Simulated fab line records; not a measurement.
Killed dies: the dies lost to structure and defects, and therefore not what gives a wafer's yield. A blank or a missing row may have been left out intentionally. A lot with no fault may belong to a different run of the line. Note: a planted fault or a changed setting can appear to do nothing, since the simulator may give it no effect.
A struck lot beside a sound one | flow n5-finfet | 14 steps out of a route of 1938
Sound: these wafers, L612.2, L612.4, L612.6. The struck wafers were L620.1, L620.2, L620.5. The cause is given at the end.
At each step with rows: each side's tool, then ch and its chambers, then its first start. Under that, the readings that differ: sound wafers | struck wafers | difference of the means | sigmas: that difference in standard deviations of wafers without a fault.
alike: readings with means less than 2 such deviations apart, plus words and numbers identical on both sides. not compared: withheld readings, readings lacking a value on some wafer, bounds such as >300 that could conceal the same value, and numbers that have no deviation in the record and whose values overlap.
Wherever a step has rows on one side only, a row that says differs or no value, or a row with sigmas, the two part there. Numbers that have no deviation but don't overlap get no sigmas and don't part them. A reading missing from all wafers of one side parts the sides only when that side holds two or more wafers.

N5_BEOL_M14_THK_MEAS_50: measures by xrf.
  sound: film-metro-01 at day 13 06:28; struck: film-metro-02 at day 15 11:28
  alike: M14_THK
then, 1 step without rows for these wafers: N5_BEOL_M14_PRE_CLEAN_52 (time 15 s).
N5_BEOL_M14_DEP_53: deposits SiCN from 3MS/NH3, target thk 50 nm, time 17.8 s.
  sound on pecvd-02 ch 1, day 13 06:32; struck on pecvd-03 ch 0,1,2, day 15 11:32
  alike: showerhead-plenum-p-Torr, throttle-valve-pct
N5_BEOL_M14_RS_MEAS_54: the measuring method here is four-point-probe.
  sound: film-metro-02 at day 13 06:37; struck: film-metro-02 at day 15 11:36
  alike: M14_RS
N5_BEOL_M14_INSPECT_55: inspects for defects (darkfield).
  sound: defect-inspect-02 at day 13 06:38; struck: defect-inspect-01 at day 15 11:38
  alike: raw-defect-count
N5_BEOL_M15_ILD_DEP_00: deposits SiO2 from TEOS/O2, target thk 1629.3 nm, time 346.1 s.
  sound on pecvd-01 ch 1,2, day 13 06:41; struck on pecvd-01 ch 0,1, day 15 11:40
  alike: heater-power-w, showerhead-plenum-p-Torr, throttle-valve-pct
N5_BEOL_M15_THK_MEAS_01:
  sound: film-metro-01 at day 13 06:56; struck: film-metro-01 at day 15 11:55
  alike: M15_ILD_THK
then, 5 steps without rows for these wafers: N5_BEOL_M15_COAT_58 (time 60 s, resist thk 89 nm); N5_BEOL_M15_COAT_04 (resist thk 800 nm); N5_BEOL_M15_EBR_06; N5_BEOL_M15_SOFTBAKE_05 (time 60 s); N5_BEOL_M15_EXPOSE_07 (exposes mask V14).
N5_BEOL_M15_PEB_08: peb time 90 s.
  struck on litho-track-02, day 15 12:06; sound on litho-track-05 ch 0, day 13 07:14
  no value came back on the struck wafers for chill-plate-temp-C (C), exhaust-pa (Pa); on the sound wafers chill-plate-temp-C (C) reads 22.97 23.05 22.90
then, 1 step without rows for these wafers: N5_BEOL_M15_DEVELOP_09 (develop time 45 s).

== WHERE THEY PART ==
At N5_BEOL_M15_PEB_08 and nowhere else, as far as this record goes.

WHY: the cause the simulator had injected
At N5_BEOL_M15_PEB_08, the step was skipped entirely on litho-track-02 from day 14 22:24 on. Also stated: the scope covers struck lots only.
